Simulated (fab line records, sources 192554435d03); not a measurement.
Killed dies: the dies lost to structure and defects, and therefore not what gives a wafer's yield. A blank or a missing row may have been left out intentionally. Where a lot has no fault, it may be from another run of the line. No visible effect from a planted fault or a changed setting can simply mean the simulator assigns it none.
Split-lot trial    flow n5 finfet    on a route of 1938 steps: 7 lots, 21 wafers read

SPLIT DETAILS
At N5_BEOL_M2_COAT_05 (resist thk 30 nm), the setting spin rpm was moved away from the recipe's 1500 rpm on 3 of the 21 wafers read, by -7.5% to -5.9%. For the rest of the wafers, this setting stayed at what the recipe calls for.

FROM THE SPLIT TO THE READING: what the file shows between them, 4 steps
- N5_BEOL_M2_EBR_07
- N5_BEOL_M2_SOFTBAKE_06: time 60 s
- N5_BEOL_M2_EXPOSE_08: exposes mask M2
- N5_BEOL_M2_PEB_09: peb time 60 s

THE READING
CAR-EUV_of_BEOL_M2_COAT_05.thk nm (the simulator's own value, which no gauge read), in nm, at N5_BEOL_M2_DEVELOP_10 (develop time 30 s). There is no usual value for it anywhere in the file. The 18 wafers here that ran the recipe average 29.6 nm, standard deviation 0.094 nm.

wafer   tool, chamber at the split  spin rpm as run, rpm  against the recipe  CAR-EUV_of_BEOL_M2_COAT_05.thk nm, nm  against lot-mates on the recipe
L075.1  litho track-04, 0           1387                  -7.5%               30.6                                   +1.0
L075.4  litho track-04, 0           1387                  -7.5%               30.6                                   +1.0
L075.3  litho track-04, 0           1500                  recipe              29.6                                   -
L076.1  litho track-03, 0           1500                  recipe              29.6                                   -
L076.2  litho track-03, 0           1412                  -5.9%               30.4                                   +0.9
L076.6  litho track-03, 0           1500                  recipe              29.4                                   -
L081.1  litho track-04, 0           1500                  recipe              29.6                                   -
L081.3  litho track-04, 0           1500                  recipe              29.6                                   -
L081.6  litho track-04, 0           1500                  recipe              29.6                                   -
L083.1  litho track-03, 0           1500                  recipe              29.8                                   -
L083.3  litho track-03, 0           1500                  recipe              29.8                                   -
L083.4  litho track-03, 0           1500                  recipe              29.6                                   -
L086.1  litho track-05, 0           1500                  recipe              29.6                                   -
L086.3  litho track-05, 0           1500                  recipe              29.6                                   -
L086.5  litho track-05, 0           1500                  recipe              29.6                                   -
L095.2  litho track-05, 0           1500                  recipe              29.6                                   -
L095.5  litho track-05, 0           1500                  recipe              29.6                                   -
L095.6  litho track-05, 0           1500                  recipe              29.6                                   -
L096.2  litho track-05, 0           1500                  recipe              29.4                                   -
L096.3  litho track-05, 0           1500                  recipe              29.6                                   -
L096.6  litho track-05, 0           1500                  recipe              29.6                                   -

FIT RESULTS
A straight line over all 21 wafers: CAR-EUV_of_BEOL_M2_COAT_05.thk nm changes by -0.134 nm for each +1% of spin rpm; r = -0.97; the points scatter about the line by 0.092 nm.
The same after taking each lot's own level away (the mean of its wafers on the recipe; 21 wafers): -0.137 nm for each +1%; r = -0.98; scatter 0.067 nm.
That fit puts the effect of the largest move of spin rpm on the reading at 1 nm.
From 29.50 to 29.73 nm: that is the span of the lots' own levels, equal to 2.5 times the standard deviation above.
The two slopes agree, so the slope changes little with the lot-to-lot level.
Check: with one of the wafers moved furthest among these (-7.5%) left out of the fit, the line predicts +1.06 nm for it against its lot-mates. Against them it came out at +1 nm.

THESE WAFERS: OTHER SPLITS
Before the reading, these wafers also passed through other splits. Each is held against what the fit with the lots' levels taken away leaves over:
other split on the same wafers          wafers away from the commonest value  r with CAR-EUV_of_BEOL_M2_COAT_05.thk nm (lot level and that fit taken away)
N5_BEOL_M0_SAQP_HM_DEP_02 target thk a  8                                     +0.36
N5_BEOL_M0_SAQP_CUT_ETCH_46 time s      10                                    -0.04
N5_BEOL_M0_CUTY_COAT_51 spin rpm        5                                     -0.02
N5_BEOL_M1_COAT_61 spin rpm             9                                     -0.07
N5_BEOL_M1_EXPOSE_08 dose mj            11                                    -0.04

THE WHOLE CHAIN: every reading that the file lists as answering this split, in the file's order
step                   what it does       reading                                                                             change (the file's fit)                r (the file's)
N5_BEOL_M2_COAT_05     resist thk 30 nm   CAR-EUV_of_BEOL_M2_COAT_05.thk nm (the simulator's own value, which no gauge read)  -0.151 nm for each +1% of the setting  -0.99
N5_BEOL_M2_DEVELOP_10  develop time 30 s  CAR-EUV_of_BEOL_M2_COAT_05.thk nm (the simulator's own value, which no gauge read)  -0.141 nm for each +1% of the setting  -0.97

FILE'S OWN FIT
CAR-EUV_of_BEOL_M2_COAT_05.thk nm changes by -0.141 nm for each +1% of spin rpm, r = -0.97.
